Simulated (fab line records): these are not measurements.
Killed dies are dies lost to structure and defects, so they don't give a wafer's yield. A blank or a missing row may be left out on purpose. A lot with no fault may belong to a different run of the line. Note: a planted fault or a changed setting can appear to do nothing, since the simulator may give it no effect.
A struck lot beside a sound one || flow n5Finfet || 16 steps out of a route of 1938
Sound: these wafers, L229.1, L229.2, L229.4. The struck wafers were L245.1, L245.2, L245.5. The cause comes at the end.
At each step with rows: each side's tool, then ch and its chambers, then its first start. Under that, the readings that differ: sound wafers || struck wafers || difference of the means || sigmas: that difference in standard deviations of wafers without a fault.
alike: a reading whose means differ by less than 2 such deviations, as well as words and numbers matching on both sides. not compared: withheld readings; readings where some wafer has no value; bounds like >300 that might hide an equal value; numbers whose values overlap and for which the record gives no deviation.
Wherever a step has rows on one side only, a row that says differs or no value, or a row with sigmas, the two part there. Numbers that have no deviation but don't overlap get no sigmas and don't part them. Lack of a reading on every wafer of one side parts them only where that side has two or more wafers.

first, 6 steps without rows for these wafers: N5_DUMMY_GATE_COAT_09 (resist thk 30 nm); N5_DUMMY_GATE_EBR_11; N5_DUMMY_GATE_SOFTBAKE_10 (time 60 s); N5_DUMMY_GATE_EXPOSE_12 (exposes mask GATE, target cd 25 nm); N5_DUMMY_GATE_PEB_13 (peb time 60 s); N5_DUMMY_GATE_DEVELOP_14 (develop time 30 s).
N5_DUMMY_GATE_CD_MEAS_15: target cd 25.8 nm.
  sound on cdSem-02 ch 0, day 2 22:39; struck on cdSem-01 ch 0, day 6 23:47
  alike: cdNm
N5_DUMMY_GATE_OVL_MEAS_16:
  sound on overlay-01 ch 0, day 2 22:41; struck on overlay-02 ch 0, day 6 23:49
  alike: GATE_OVL
N5_DUMMY_GATE_INSPECT_17: inspects for defects (brightfield).
  sound on defectInspect-02, day 2 22:45; struck on defectInspect-01, day 6 23:53
  alike: rawDefectCount
N5_DUMMY_GATE_DESCUM_20: chemistry O2, time 6.2 s.
  sound on rieDiel-03 ch 0,2,3, day 2 23:33; struck on rieDiel-02 ch 1,2,3, day 6 23:55
  alike: biasPowerW, drypumpMotorCurrentA, oesProductAu, rfVppV, showerheadPlenumPTorr, throttleValvePct
  not compared: rfHoursCounterH
N5_DUMMY_GATE_ETCH_29: etches underlayer in N2/H2, target depth 13 nm.
  sound on rieDiel-03 ch 0,2,3, day 2 23:37; struck on rieDiel-02 ch 1,2,3, day 6 23:59
  alike: drypumpMotorCurrentA, oesProductAu, rfFwdPowerW, rfVppV, showerheadPlenumPTorr, throttleValvePct
  not compared: rfHoursCounterH
N5_DUMMY_GATE_ETCH_36: etches SiARC in CF4, target depth 13 nm.
  sound on rieDiel-03 ch 0,2,3, day 2 23:39; struck on rieDiel-02 ch 1,2,3, day 7 00:01
  alike: cf4FlowSccm, drypumpMotorCurrentA, oesProductAu, rfFwdPowerW, rfVppV, showerheadPlenumPTorr, throttleValvePct
  not compared: rfHoursCounterH
N5_DUMMY_GATE_ETCH_37: etches SOC in N2/H2, target depth 60 nm, overetch 30 nm.
  sound on rieDiel-03 ch 0,2,3, day 2 23:41; struck on rieDiel-02 ch 1,2,3, day 7 00:04
{"reading": "rfFwdPowerW (W)", "sound": "828.9 830.1 832.9", "struck": "631.7 633.9 625.2", "difference": -200.4, "sigmas": -72}
{"reading": "rfVppV (V)", "sound": "524.6 526.2 527.0", "struck": "569.6 572.2 578.1", "difference": "+47.4", "sigmas": "+18"}
{"reading": "model.SiARC_of_DUMMY_GATE_COAT_35.thkNm (nm)", "sound": "5 5 5", "struck": "5.6 5.8 6", "difference": "+0.8", "sigmas": ""}
  alike: drypumpMotorCurrentA, oesProductAu, showerheadPlenumPTorr, throttleValvePct
  not compared: rfHoursCounterH
then, 1 step without rows for these wafers: N5_DUMMY_GATE_STRIP_38 (strips in N2/H2).
-- record jumps: 5 days separate the struck wafers' starts on either side; left off in module DUMMY_GATE, taken up again in module BEOL_M4, whose first shown step is the route's number 1111 --
N5_BEOL_M4_RC_MEAS_101:
  sound on prober-01 ch 0, day 7 17:04; struck on prober-01 ch 0, day 12 05:53
  alike: DIBL_N, DIBL_P, IOFF_N, IOFF_P, ION_N, ION_P, SS_N, SS_P, VT_N, VT_P
-- here the record skips 5 days between the struck wafers' starts before and after, leaving off in module BEOL_M4 and picking up in module PASSIVATION (first step shown: number 1936 of the route) --
N5_PASSIVATION_PROBE_49:
  sound on prober-01, day 12 00:26; struck on prober-02, day 17 06:11
  alike: defectLimitedYield, killed_at_M0_to_M3, killed_at_M4_up, killedAtContacts, killedAtFrontEnd, killedAtOther, killedDies, killedOpen, killedShort, sort_bin_5_function, sort_bin_6_memory, sort_bin_8_speed, sortNPass, sortYieldPct

== WHERE THEY PART ==
At N5_DUMMY_GATE_ETCH_37 and nowhere else, as far as this record goes. Later steps at which nothing parts them and some readings are alike: N5_BEOL_M4_RC_MEAS_101, N5_PASSIVATION_PROBE_49.

WHY: what had been put in by the simulator
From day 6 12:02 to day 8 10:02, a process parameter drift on rieDiel-02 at N5_DUMMY_GATE_ETCH_37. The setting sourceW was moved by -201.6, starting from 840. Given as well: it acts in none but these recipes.
